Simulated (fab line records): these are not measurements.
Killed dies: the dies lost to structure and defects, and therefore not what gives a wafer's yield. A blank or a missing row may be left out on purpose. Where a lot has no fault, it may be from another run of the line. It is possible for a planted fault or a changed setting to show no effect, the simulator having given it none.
Chamber matching / flow n5_finfet / N5_BEOL_M7_VIA_ETCH_34 on rie_diel-04 has 4 sister chambers
The step etches SiCOH lowk in C4F6/O2, target depth 125.5 nm, time 50.5 s. 4 wafers are shown with their chamber, then 9 later ones without.

## WAFERS WITH THEIR CHAMBER
wafer=L080.2; chamber=3; showerhead_plenum_p_Torr (Torr)=2.69
wafer=L084.4; chamber=0; showerhead_plenum_p_Torr (Torr)=2.95
wafer=L085.1; chamber=2; showerhead_plenum_p_Torr (Torr)=2.89
wafer=L085.5; chamber=1; showerhead_plenum_p_Torr (Torr)=2.93

## WAFERS MISSING THEIR CHAMBER
wafer=L086.1; showerhead_plenum_p_Torr (Torr)=2.92
wafer=L086.2; showerhead_plenum_p_Torr (Torr)=2.94
wafer=L086.6; showerhead_plenum_p_Torr (Torr)=2.89
wafer=L090.1; showerhead_plenum_p_Torr (Torr)=2.94
wafer=L090.4; showerhead_plenum_p_Torr (Torr)=3.01
wafer=L090.5; showerhead_plenum_p_Torr (Torr)=2.89
wafer=L096.1; showerhead_plenum_p_Torr (Torr)=2.88
wafer=L096.2; showerhead_plenum_p_Torr (Torr)=2.91
wafer=L096.4; showerhead_plenum_p_Torr (Torr)=3.01

## WHICH CHAMBER EACH ONE RAN IN
wafer=L086.1; from the rows above=can't be placed: 1 or 2 or 0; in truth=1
wafer=L086.2; from the rows above=can't be placed: 1 or 0 or 2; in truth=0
wafer=L086.6; from the rows above=can't be placed: 2 or 1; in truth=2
wafer=L090.1; from the rows above=can't be placed: 1 or 0 or 2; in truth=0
wafer=L090.4; from the rows above=can't be placed: 0 or 1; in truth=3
wafer=L090.5; from the rows above=can't be placed: 2 or 1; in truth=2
wafer=L096.1; from the rows above=can't be placed: 2 or 1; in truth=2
wafer=L096.2; from the rows above=can't be placed: 1 or 2 or 0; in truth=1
wafer=L096.4; from the rows above=can't be placed: 0 or 1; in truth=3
Placed correctly: 0 of 9. Not placeable from these rows: 9 (in 7, the candidates include the true chamber). Number placed wrongly: 0.
How it was worked out, from the rows above alone: a wafer's distance from a chamber is the root of the sum, over the readings, of the square of ((its reading less the chamber's mean) divided by the reading's scatter). The wafer belongs to the nearest chamber; if the next one is less than 2 further off, it can't be placed. Each chamber's mean is taken over the wafers shown for it. The scatter: root of mean squared gap, hidden wafer to nearest shown wafer, with one shown wafer a chamber.
